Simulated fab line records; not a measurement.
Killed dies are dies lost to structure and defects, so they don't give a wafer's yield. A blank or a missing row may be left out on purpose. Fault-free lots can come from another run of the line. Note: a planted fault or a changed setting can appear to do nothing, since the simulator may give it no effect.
fab line records ; flow nand_harc
record lots=13; wafers=39; last_day=34
route steps=1302 shown A_ONON_D2@569 A_CHANNEL_HOLE_D2@570 END@1302
lots untouched by any fault: they come from a run of this same line in which no faults occurred
start_h: start of the lot's first displayed wafer, in hours after the record's first day ; wait_h: time in hours since the lot's previous step ; " as in the row above ; L1.1+2: a row that stands for several wafers ; - no value, or no start was given ; * or withheld: withheld ; < > ~ a bound
route shown NAME@n: a module of which the file shows steps, and the number in the route of the first ; usual: mean/standard deviation taken from wafers without a fault ; same: alike in all rows ; chamber/n: place in a boat ; sites: the reading at each site ; _std_site: the standard deviation of these ; _edge_site: inner sites' mean taken away from outer sites' mean ; radius_mm: how far each site lies from the wafer's centre ; mask NAME#n: copy n ; behind: the tool/chamber that last shaped the wafer ; hold: the reason the lot was held/the length of the hold in hours/how it ended ; device: the n, p or np transistor that did not switch ; end of line: the tests these same wafers got at the end of their route ; a step without rows: its recipe alone ; killed: at the first sort, the dies lost to defects and structure; wafer yield is something else ; map: per-die view of a wafer (x killed, . not killed, _ where there is no die)
set.NAME: the setting as run; set.NAME@STEP: as run at that earlier step ; model.NAME: the simulator's own value behind a step, which no gauge read
steps of the route over a sample of lots; a table a step, a row a wafer
services: the hour from which a tool's chamber was out of use, counted from the record's first day as start_h (under 0 if before that day), plus the number of hours and why
## steps
# step NHARC_A_ONON_D2_INSPECT_32
# usual raw_defect_count=423/140
lot.wafer;tool;chamber;start_h;wait_h;raw_defect_count
L272.1;defect_inspect-02;-;282.65;0.0;381
L272.5;defect_inspect-02;-;282.65;0.0;357
L272.6;defect_inspect-02;-;282.65;0.0;290
L274.2;defect_inspect-01;-;311.02;0.0;459
L274.4;defect_inspect-01;-;311.02;0.0;420
L274.5;defect_inspect-01;-;311.02;0.0;238
L278.3;defect_inspect-01;-;345.40;0.0;480
L278.4;defect_inspect-01;-;345.40;0.0;367
L278.5;defect_inspect-01;-;345.40;0.0;326
L279.1;defect_inspect-01;-;359.54;0.0;319
L279.2;defect_inspect-01;-;359.54;0.0;402
L279.6;defect_inspect-01;-;359.54;0.0;272
L280.1;defect_inspect-02;-;376.31;0.0;463
L280.2;defect_inspect-02;-;376.31;0.0;276
L280.6;defect_inspect-02;-;376.31;0.0;328
L281.3;defect_inspect-02;-;388.28;0.0;541
L281.4;defect_inspect-02;-;388.28;0.0;387
L281.5;defect_inspect-02;-;388.28;0.0;320
L284.3;defect_inspect-02;-;409.56;0.0;370
L284.4;defect_inspect-02;-;409.56;0.0;391
L284.5;defect_inspect-02;-;409.56;0.0;312
L286.2;defect_inspect-01;-;424.08;0.0;513
L286.3;defect_inspect-01;-;424.08;0.0;493
L286.5;defect_inspect-01;-;424.08;0.0;314
L291.1;defect_inspect-01;-;476.32;0.0;247
L291.3;defect_inspect-01;-;476.32;0.0;401
L291.6;defect_inspect-01;-;476.32;0.0;380
L292.1;defect_inspect-02;-;488.14;0.0;365
L292.4;defect_inspect-02;-;488.14;0.0;501
L292.5;defect_inspect-02;-;488.14;0.0;252
L293.1;defect_inspect-01;-;497.28;0.0;651
L293.3;defect_inspect-01;-;497.28;0.0;584
L293.6;defect_inspect-01;-;497.28;0.0;589
L294.2;defect_inspect-01;-;511.51;0.0;331
L294.4;defect_inspect-01;-;511.51;0.0;548
L294.6;defect_inspect-01;-;511.51;0.0;370
L295.1;defect_inspect-02;-;526.69;0.0;473
L295.3;defect_inspect-02;-;526.69;0.0;495
L295.5;defect_inspect-02;-;526.69;0.0;218
# step NHARC_A_CHANNEL_HOLE_D2_DEP_00
# recipe target_thk_a=31000; temp_c=400; material=aC
# usual throttle_valve_pct=35.000/0.0099
lot.wafer;tool;chamber;start_h;wait_h;throttle_valve_pct
L272.1;acl_dep-02;0;282.72;0.1;34.983
L272.5;acl_dep-02;0;283.97;1.3;34.995
L272.6;acl_dep-02;0;283.97;1.3;34.992
L274.2;acl_dep-02;0;314.40;3.4;34.999
L274.4;acl_dep-02;0;314.40;3.4;35.001
L274.5;acl_dep-02;0;314.40;3.4;34.987
L278.3;acl_dep-01;0;346.91;1.5;34.992
L278.4;acl_dep-01;0;346.91;1.5;35.002
L278.5;acl_dep-01;0;346.91;1.5;34.988
L279.1;acl_dep-03;0;360.06;0.5;34.995
L279.2;acl_dep-03;0;360.06;0.5;35.017
L279.6;acl_dep-03;0;361.63;2.1;35.002
L280.1;acl_dep-03;0;376.38;0.1;34.996
L280.2;acl_dep-03;0;376.38;0.1;35.027
L280.6;acl_dep-03;0;377.93;1.6;35.015
L281.3;acl_dep-02;0;391.06;2.8;34.995
L281.4;acl_dep-02;0;391.06;2.8;35.006
L281.5;acl_dep-02;0;391.06;2.8;34.996
L284.3;acl_dep-02;0;410.82;1.3;35.019
L284.4;acl_dep-02;0;410.82;1.3;34.985
L284.5;acl_dep-02;0;410.82;1.3;35.013
L286.2;acl_dep-02;0;424.46;0.4;35.000
L286.3;acl_dep-02;0;424.46;0.4;35.008
L286.5;acl_dep-02;0;424.46;0.4;35.007
L291.1;acl_dep-03;0;476.39;0.1;35.013
L291.3;acl_dep-03;0;476.39;0.1;35.002
L291.6;acl_dep-03;0;476.39;0.1;35.005
L292.1;acl_dep-02;0;490.70;2.6;34.991
L292.4;acl_dep-02;0;490.70;2.6;35.003
L292.5;acl_dep-02;0;490.70;2.6;34.996
L293.1;acl_dep-01;0;498.23;0.9;34.992
L293.3;acl_dep-01;0;498.23;0.9;35.002
L293.6;acl_dep-01;0;498.23;0.9;35.000
L294.2;acl_dep-01;0;513.45;1.9;34.981
L294.4;acl_dep-01;0;513.45;1.9;34.994
L294.6;acl_dep-01;0;513.45;1.9;35.001
L295.1;acl_dep-03;0;527.27;0.6;35.002
L295.3;acl_dep-03;0;527.27;0.6;35.014
L295.5;acl_dep-03;0;527.27;0.6;34.998
# step NHARC_A_CHANNEL_HOLE_D2_ETCH_23
# recipe bias_v=5000; source_w=withheld; pressure_mtorr=20; time_s=819; ar_flow_sccm=375; c4f8_flow_sccm=89.3; o2_flow_sccm=35.7; temp_c=-20; target_depth_a=16000; chemistry=C4F8/O2/Ar
# usual c4f8_flow_sccm=89.31/0.26; chamber_pressure_mTorr=20.000/0.019; drypump_motor_current_A=5.8/0.47; showerhead_plenum_p_Torr=3.71/0.16; throttle_valve_pct=32.154/0.01
lot.wafer;tool;chamber;start_h;wait_h;c4f8_flow_sccm;chamber_pressure_mTorr;drypump_motor_current_A;rf_hours_counter_h;showerhead_plenum_p_Torr;throttle_valve_pct
L272.1;har_etch-01;1;292.22;0.5;89.39;20.013;5.7;146;3.70;32.170
L272.6;har_etch-01;0;292.22;0.5;89.62;19.970;5.2;-;3.68;32.162
L272.5;har_etch-01;1;292.22;0.5;89.34;19.989;5.7;-;3.70;32.163
L274.2;har_etch-01;1;319.55;0.5;89.26;20.026;5.7;162;3.69;32.153
L274.4;har_etch-01;1;319.55;0.5;89.44;20.010;5.7;-;3.69;32.147
L274.5;har_etch-01;1;319.55;0.5;89.35;20.027;5.6;-;3.69;32.158
L278.4;har_etch-02;1;351.79;0.5;89.39;19.988;5.7;-;3.40;32.172
L278.3;har_etch-02;0;351.79;0.5;88.77;20.008;6.6;-;3.53;32.153
L278.5;har_etch-02;1;351.79;0.5;89.85;19.983;5.7;-;3.40;32.175
L279.1;har_etch-02;1;366.66;0.5;-;-;-;-;-;-
L279.2;har_etch-02;0;366.66;0.5;-;-;-;-;-;-
L279.6;har_etch-02;1;366.66;0.5;-;-;-;-;-;-
L280.1;har_etch-01;1;381.66;0.5;-;-;-;-;-;-
L280.2;har_etch-01;0;381.66;0.5;-;-;-;-;-;-
L280.6;har_etch-01;1;381.66;0.5;-;-;-;-;-;-
L281.3;har_etch-01;1;396.78;0.5;-;-;-;-;-;-
L281.4;har_etch-01;0;396.78;0.5;-;-;-;-;-;-
L281.5;har_etch-01;1;396.78;0.5;-;-;-;-;-;-
L284.4;har_etch-02;0;415.91;0.5;89.23;20.020;6.5;-;3.92;32.156
L284.3;har_etch-02;1;415.91;0.5;89.16;20.005;5.7;-;3.92;32.168
L284.5;har_etch-02;1;415.91;0.5;89.24;19.965;5.7;-;3.92;32.141
L286.2;har_etch-01;0;431.21;0.5;89.43;20.016;5.2;234;3.63;32.141
L286.3;har_etch-01;1;431.21;0.5;89.00;19.986;5.6;-;3.65;32.160
L286.5;har_etch-01;1;431.21;0.5;89.58;19.979;5.6;-;3.65;32.151
L291.1;har_etch-02;0;481.72;0.5;89.36;20.000;6.5;51;3.90;32.163
L291.3;har_etch-02;1;481.72;0.5;88.87;20.007;5.7;-;3.90;32.144
L291.6;har_etch-02;1;481.72;0.5;89.12;20.005;5.7;-;3.90;32.175
L292.1;har_etch-01;1;496.23;0.5;89.78;20.009;5.6;269;3.64;32.150
L292.4;har_etch-01;0;496.23;0.5;89.27;19.997;5.2;-;3.61;32.154
L292.5;har_etch-01;1;496.23;0.5;89.43;19.994;5.7;-;3.64;32.145
L293.1;har_etch-02;0;503.64;0.5;89.12;20.001;6.5;62;3.90;32.158
L293.3;har_etch-02;1;503.64;0.5;89.12;20.015;5.8;-;3.90;32.151
L293.6;har_etch-02;0;503.64;0.5;89.34;20.015;6.5;-;3.90;32.152
L294.2;har_etch-02;0;519.18;0.5;89.37;19.997;6.5;74;3.89;32.142
L294.4;har_etch-02;1;519.18;0.5;89.59;20.004;5.8;-;3.89;32.174
L294.6;har_etch-02;1;519.18;0.5;89.42;19.999;5.7;-;3.89;32.142
L295.1;har_etch-01;0;532.86;0.5;88.87;20.018;5.2;288;3.60;32.164
L295.3;har_etch-01;1;532.86;0.5;89.43;20.020;5.7;-;3.63;32.150
L295.5;har_etch-01;1;532.86;0.5;89.48;19.980;5.7;-;3.63;32.154
# step NHARC_A_CHANNEL_HOLE_D2_ETCH_27
# recipe bias_v=400; source_w=2000; pressure_mtorr=25; time_s=90; ar_flow_sccm=375; c4f8_flow_sccm=41.7; o2_flow_sccm=83.3; temp_c=-20; target_depth_a=4000; chemistry=C4F8/O2/Ar
# usual bias_v=399/4.3; c4f8_flow_sccm=41.69/0.13; drypump_motor_current_A=5.8/0.48; rf_fwd_power_W=1987/6.1; showerhead_plenum_p_Torr=3.75/0.17; throttle_valve_pct=27.620/0.0093
lot.wafer;tool;chamber;start_h;wait_h;bias_v;c4f8_flow_sccm;drypump_motor_current_A;rf_fwd_power_W;rf_hours_counter_h;showerhead_plenum_p_Torr;throttle_valve_pct
L272.1;har_etch-01;1;294.68;0.2;410;41.59;5.6;1985;149;3.74;27.617
L272.6;har_etch-01;0;294.68;0.2;392;41.66;5.2;1996;-;3.72;27.628
L272.5;har_etch-01;1;294.68;0.2;404;41.72;5.7;1997;-;3.74;27.597
L274.2;har_etch-01;1;322.12;0.2;399;41.48;5.7;1991;164;3.73;27.608
L274.4;har_etch-01;1;322.12;0.2;405;41.48;5.7;1990;-;3.73;27.612
L274.5;har_etch-01;1;322.12;0.2;397;41.33;5.7;1999;-;3.73;27.624
L278.4;har_etch-02;1;354.17;0.2;401;41.78;5.7;1981;-;3.43;27.618
L278.3;har_etch-02;0;354.17;0.2;397;41.44;6.5;1995;-;3.57;27.623
L278.5;har_etch-02;1;354.17;0.2;400;41.78;5.7;1991;-;3.43;27.623
L279.1;har_etch-02;1;369.20;0.2;407;41.87;5.8;1980;405;3.43;27.615
L279.2;har_etch-02;0;369.20;0.2;401;41.58;6.5;2001;405;3.56;27.624
L279.6;har_etch-02;1;369.20;0.2;403;41.67;5.8;1978;-;3.43;27.626
L280.1;har_etch-01;1;384.21;0.2;397;41.77;5.7;1990;202;3.71;27.618
L280.2;har_etch-01;0;384.21;0.2;410;41.64;5.2;1981;202;3.69;27.616
L280.6;har_etch-01;1;384.21;0.2;399;41.87;5.7;1983;-;3.71;27.617
L281.3;har_etch-01;1;399.16;0.2;402;41.72;5.6;1988;-;3.70;27.629
L281.4;har_etch-01;0;399.16;0.2;398;41.70;5.2;1982;-;3.68;27.623
L281.5;har_etch-01;1;399.16;0.2;397;41.62;5.7;1999;-;3.70;27.636
L284.4;har_etch-02;0;418.28;0.2;398;41.51;6.5;1991;-;3.97;27.625
L284.3;har_etch-02;1;418.28;0.2;400;41.53;5.7;1984;-;3.97;27.620
L284.5;har_etch-02;1;418.28;0.2;404;41.71;5.7;1982;-;3.97;27.631
L286.2;har_etch-01;0;433.75;0.2;393;41.48;5.2;1994;237;3.67;27.626
L286.3;har_etch-01;1;433.75;0.2;399;41.68;5.6;1994;-;3.69;27.613
L286.5;har_etch-01;1;433.75;0.2;405;41.64;5.7;2000;-;3.69;27.621
L291.1;har_etch-02;0;484.27;0.2;407;41.58;6.5;1989;53;3.95;27.629
L291.3;har_etch-02;1;484.27;0.2;400;41.81;5.7;1976;-;3.95;27.612
L291.6;har_etch-02;1;484.27;0.2;403;41.92;5.7;1983;-;3.95;27.623
L292.1;har_etch-01;1;498.68;0.2;395;41.73;5.7;1981;271;3.67;27.622
L292.4;har_etch-01;0;498.68;0.2;400;42.02;5.2;1986;-;3.65;27.622
L292.5;har_etch-01;1;498.68;0.2;405;41.69;5.7;1989;-;3.67;27.615
L293.1;har_etch-02;0;506.18;0.2;402;41.77;6.5;1987;65;3.94;27.614
L293.3;har_etch-02;1;506.18;0.2;397;41.82;5.7;1984;-;3.94;27.626
L293.6;har_etch-02;0;506.18;0.2;407;41.80;6.5;1995;-;3.94;27.619
L294.2;har_etch-02;0;521.69;0.2;396;41.65;6.6;1983;76;3.94;27.615
L294.4;har_etch-02;1;521.69;0.2;401;41.91;5.7;1986;-;3.94;27.609
L294.6;har_etch-02;1;521.69;0.2;401;41.76;5.7;1985;-;3.94;27.622
L295.1;har_etch-01;0;535.32;0.2;397;41.40;5.2;1982;290;3.64;27.621
L295.3;har_etch-01;1;535.32;0.2;399;41.76;5.6;1984;-;3.66;27.624
L295.5;har_etch-01;1;535.32;0.2;399;41.74;5.7;1989;-;3.66;27.632
# step NHARC_A_CHANNEL_HOLE_D2_CD_MEAS_31
# usual cd_nm=89.7/1.5
lot.wafer;tool;chamber;start_h;wait_h;hold;cd_nm
L272.1;cd_sem-02;-;296.19;-;-;88.4
L272.5;cd_sem-02;-;296.19;-;-;86.4
L272.6;cd_sem-02;-;296.19;-;-;91.2
L274.2;cd_sem-01;-;323.67;-;-;89.3
L274.4;cd_sem-01;-;323.67;-;-;89.8
L274.5;cd_sem-01;-;323.67;-;-;87.3
L278.3;cd_sem-02;-;355.65;-;-;90.3
L278.4;cd_sem-02;-;355.65;-;-;89.1
L278.5;cd_sem-02;-;355.65;-;-;90.9
L279.1;cd_sem-02;-;370.74;-;await_dispo/0.2h/release;2.4
L279.2;cd_sem-02;-;370.74;-;await_dispo/0.2h/release;1.2
L279.6;cd_sem-02;-;370.74;-;await_dispo/0.2h/release;2.5
L279.1;cd_sem-02;-;370.92;0.2;-;2.3
L279.2;cd_sem-02;-;370.92;0.2;-;2.0
L279.6;cd_sem-02;-;370.92;0.2;-;2.1
L280.1;cd_sem-01;-;385.79;-;await_dispo/0.2h/release;-0.3
L280.2;cd_sem-01;-;385.79;-;await_dispo/0.2h/release;1.1
L280.6;cd_sem-01;-;385.79;-;await_dispo/0.2h/release;1.1
L280.1;cd_sem-01;-;385.97;0.2;-;-0.3
L280.2;cd_sem-01;-;385.97;0.2;-;1.2
L280.6;cd_sem-01;-;385.97;0.2;-;1.0
L281.3;cd_sem-01;-;400.79;-;await_dispo/0.2h/release;0.8
L281.4;cd_sem-01;-;400.79;-;await_dispo/0.2h/release;-0.1
L281.5;cd_sem-01;-;400.79;-;await_dispo/0.2h/release;2.1
L281.3;cd_sem-01;-;400.97;0.2;-;1.1
L281.4;cd_sem-01;-;400.97;0.2;-;-0.5
L281.5;cd_sem-01;-;400.97;0.2;-;1.5
L284.3;cd_sem-01;-;419.78;-;-;89.9
L284.4;cd_sem-01;-;419.78;-;-;89.7
L284.5;cd_sem-01;-;419.78;-;-;91.7
L286.2;cd_sem-01;-;435.30;-;-;87.1
L286.3;cd_sem-01;-;435.30;-;-;90.2
L286.5;cd_sem-01;-;435.30;-;-;89.9
L291.1;cd_sem-03;-;485.81;-;-;91.8
L291.3;cd_sem-03;-;485.81;-;-;90.5
L291.6;cd_sem-03;-;485.81;-;-;90.3
L292.1;cd_sem-01;-;500.19;-;-;89.9
L292.4;cd_sem-01;-;500.19;-;-;89.7
L292.5;cd_sem-01;-;500.19;-;-;88.0
L293.1;cd_sem-01;-;507.72;-;-;87.0
L293.3;cd_sem-01;-;507.72;-;-;89.6
L293.6;cd_sem-01;-;507.72;-;-;91.3
L294.2;cd_sem-01;-;523.23;-;-;89.1
L294.4;cd_sem-01;-;523.23;-;-;91.0
L294.6;cd_sem-01;-;523.23;-;-;91.6
L295.1;cd_sem-02;-;536.83;-;-;90.7
L295.3;cd_sem-02;-;536.83;-;-;90.5
L295.5;cd_sem-02;-;536.83;-;-;90.3
# step NHARC_END_SORT_01
# recipe temp_c=25
# usual defect_limited_yield=91/3.1; killed_at_array=57/21; killed_at_other=0.9/1.2; killed_at_periphery=4.2/2.9; killed_dies=62/21; killed_open=3.2/1.8; killed_short=2.4/1.5
# same gross_dies=677
lot.wafer;tool;chamber;start_h;wait_h;defect_limited_yield[%];killed_at_array;killed_at_other;killed_at_periphery;killed_dies;killed_open;killed_short
L272.1;prober-02;0;555.49;2.5;87;84;1;4;89;6;2
L272.5;prober-02;0;558.69;3.7;90;62;1;2;65;4;1
L272.6;prober-02;0;559.49;4.0;88;76;2;3;81;5;3
L284.3;prober-02;0;683.79;3.1;92;47;0;10;57;2;5
L284.4;prober-02;0;684.59;3.4;91;56;0;4;60;2;2
L284.5;prober-02;0;685.40;3.7;93;42;0;8;50;5;4
L286.2;prober-02;0;698.46;2.8;88;76;0;2;78;3;2
L286.3;prober-02;0;699.26;3.1;90;67;1;2;70;1;3
L286.5;prober-02;0;700.86;3.7;88;81;0;3;84;6;3
L292.1;prober-01;0;761.88;2.5;92;51;1;0;52;4;1
L292.4;prober-01;0;764.27;3.4;90;62;0;4;66;4;2
L292.5;prober-01;0;765.07;3.7;93;45;1;2;48;5;3
# killed by level:class
L272.1 A_CHANNEL_HOLE_D1:chamber_film_flake=40 A_SLIT:chamber_film_flake=19 A_CHANNEL_HOLE_D2:chamber_film_flake=7 A_CONTACT:chamber_film_flake=4 A_STAIRCASE:chamber_film_flake=3 P_ZERO_WELL:chamber_film_flake=2 A_SGD_CUT:chamber_film_flake=2 P_CONTACT:geometric_particle:open=1
L272.5 A_CHANNEL_HOLE_D1:chamber_film_flake=31 A_SLIT:chamber_film_flake=13 A_SGD_CUT:chamber_film_flake=4 A_STAIRCASE:chamber_film_flake=3 A_CHANNEL_HOLE_D2:chamber_film_flake=2 A_CONTACT:chamber_film_flake=2 P_CONTACT:geometric_particle:open=1 A_CHANNEL_HOLE_D1:geometric_particle:open=1
L272.6 A_CHANNEL_HOLE_D1:chamber_film_flake=34 A_SLIT:chamber_film_flake=18 A_SGD_CUT:chamber_film_flake=6 A_CHANNEL_HOLE_D2:chamber_film_flake=4 A_M1:geometric_particle:open=3 A_STAIRCASE:chamber_film_flake=3 A_CONTACT:chamber_film_flake=3 THIN_TSV:chamber_film_flake=2
L284.3 A_CHANNEL_HOLE_D1:chamber_film_flake=30 P_M1:chamber_film_flake=7 A_STAIRCASE:chamber_film_flake=5 A_CONTACT:chamber_film_flake=4 A_WL_FILL:chamber_film_flake=3 P_GATE:geometric_particle:short=1 P_M1:geometric_particle:open=1 A_CHANNEL_FILL_D1:geometric_particle:short=1
L284.4 A_CHANNEL_HOLE_D1:chamber_film_flake=37 A_CONTACT:chamber_film_flake=8 P_M1:chamber_film_flake=4 A_CHANNEL_FILL_D2:chamber_film_flake=3 A_WL_FILL:chamber_film_flake=2 A_ONON_D1:geometric_particle:short=1 A_DECK1_JOINT:geometric_particle:open=1 A_ONON_D2:geometric_particle:open=1
L284.5 A_CHANNEL_HOLE_D1:chamber_film_flake=25 P_M1:chamber_film_flake=4 A_CONTACT:chamber_film_flake=3 A_CHANNEL_FILL_D2:chamber_film_flake=3 A_ONON_D1:geometric_particle:short=2 A_ONON_D2:geometric_particle:open=2 P_GATE:chamber_film_flake=2 A_WL_FILL:chamber_film_flake=2
L286.2 A_CHANNEL_HOLE_D1:chamber_film_flake=32 A_CHANNEL_HOLE_D2:chamber_film_flake=19 A_SLIT:chamber_film_flake=10 A_CONTACT:chamber_film_flake=7 A_STAIRCASE:chamber_film_flake=2 A_ONON_D1:geometric_particle:short=1 A_CHANNEL_HOLE_D1:geometric_particle:open=1 A_WL_FILL:geometric_particle:short=1
L286.3 A_CHANNEL_HOLE_D1:chamber_film_flake=34 A_CHANNEL_HOLE_D2:chamber_film_flake=17 A_CONTACT:chamber_film_flake=7 A_STAIRCASE:chamber_film_flake=3 P_GATE:chamber_film_flake=2 A_SLIT:chamber_film_flake=2 A_ONON_D1:geometric_particle:open=1 A_ONON_D1:geometric_particle:short=1
L286.5 A_CHANNEL_HOLE_D1:chamber_film_flake=36 A_CHANNEL_HOLE_D2:chamber_film_flake=19 A_CONTACT:chamber_film_flake=10 A_SLIT:chamber_film_flake=4 A_CHANNEL_FILL_D1:geometric_particle:open=2 A_STAIRCASE:chamber_film_flake=2 P_M2:geometric_particle:open=1 A_ONON_D1:geometric_particle:short=1
L292.1 A_CHANNEL_HOLE_D2:chamber_film_flake=19 A_CHANNEL_HOLE_D1:chamber_film_flake=8 A_SLIT:chamber_film_flake=7 A_CONTACT:chamber_film_flake=7 A_STAIRCASE:chamber_film_flake=3 A_WL_FILL:chamber_film_flake=3 A_DECK1_JOINT:geometric_particle:open=1 A_ONON_D2:geometric_particle:open=1
L292.4 A_CHANNEL_HOLE_D2:chamber_film_flake=31 A_CHANNEL_HOLE_D1:chamber_film_flake=9 A_SLIT:chamber_film_flake=6 A_STAIRCASE:chamber_film_flake=5 A_CHANNEL_FILL_D2:geometric_particle:open=3 A_WL_FILL:chamber_film_flake=3 P_ZERO_WELL:chamber_film_flake=2 A_CONTACT:chamber_film_flake=2
L292.5 A_CHANNEL_HOLE_D2:chamber_film_flake=18 A_CHANNEL_HOLE_D1:chamber_film_flake=8 A_CONTACT:chamber_film_flake=7 A_SLIT:chamber_film_flake=4 A_M0:geometric_particle:open=3 P_STI:geometric_particle:short=1 P_CONTACT:geometric_particle:open=1 A_ONON_D2:geometric_particle:open=1
## services
tool;chamber;start_h;hours;kind
har_etch-02;-;269.58;2.0;repair
acl_dep-03;-;300.94;13.0;pm
acl_dep-01;-;371.57;13.0;pm
har_etch-02;-;377.00;17.0;pm
har_etch-02;0;377.00;17.0;vent_cycle
har_etch-02;1;377.00;17.0;vent_cycle
har_etch-02;0;394.00;-;clean
har_etch-02;0;394.00;-;consumable_replace:focus_ring
har_etch-02;0;394.00;-;consumable_replace:showerhead
har_etch-02;1;394.00;-;clean
har_etch-02;1;394.00;-;consumable_replace:focus_ring
har_etch-02;1;394.00;-;consumable_replace:showerhead
acl_dep-02;-;430.35;13.0;pm
acl_dep-03;-;484.25;13.0;pm
## key
first_sign step=NHARC_A_CHANNEL_HOLE_D2_ETCH_23; reading=tool_record; direction=missing
effect step=NHARC_A_CHANNEL_HOLE_D2_CD_MEAS_31; reading=visit; direction=added
effect step=NHARC_A_CHANNEL_HOLE_D2_CD_MEAS_31; reading=cd_nm; direction=down; sigmas=60; usual=89.7; struck=1.2
met_at NHARC_A_CHANNEL_HOLE_D2_ETCH_23
struck_lots L279,L280,L281
scrapped_behind NHARC_A_CHANNEL_HOLE_D2_CD_MEAS_31 L279.1,L279.2,L279.6,L280.1,L280.2,L280.6,L281.3,L281.4,L281.5
not_acting_at NHARC_A_ONON_D2_INSPECT_32,NHARC_A_CHANNEL_HOLE_D2_DEP_00,NHARC_A_CHANNEL_HOLE_D2_ETCH_27
onset_between 351.79 366.66
fault kind=skipped_step_whole; tool=har_etch-01,har_etch-02; chamber=-; onset_h=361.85; steps=NHARC_A_CHANNEL_HOLE_D2_ETCH_23; scope=struck_lots_only
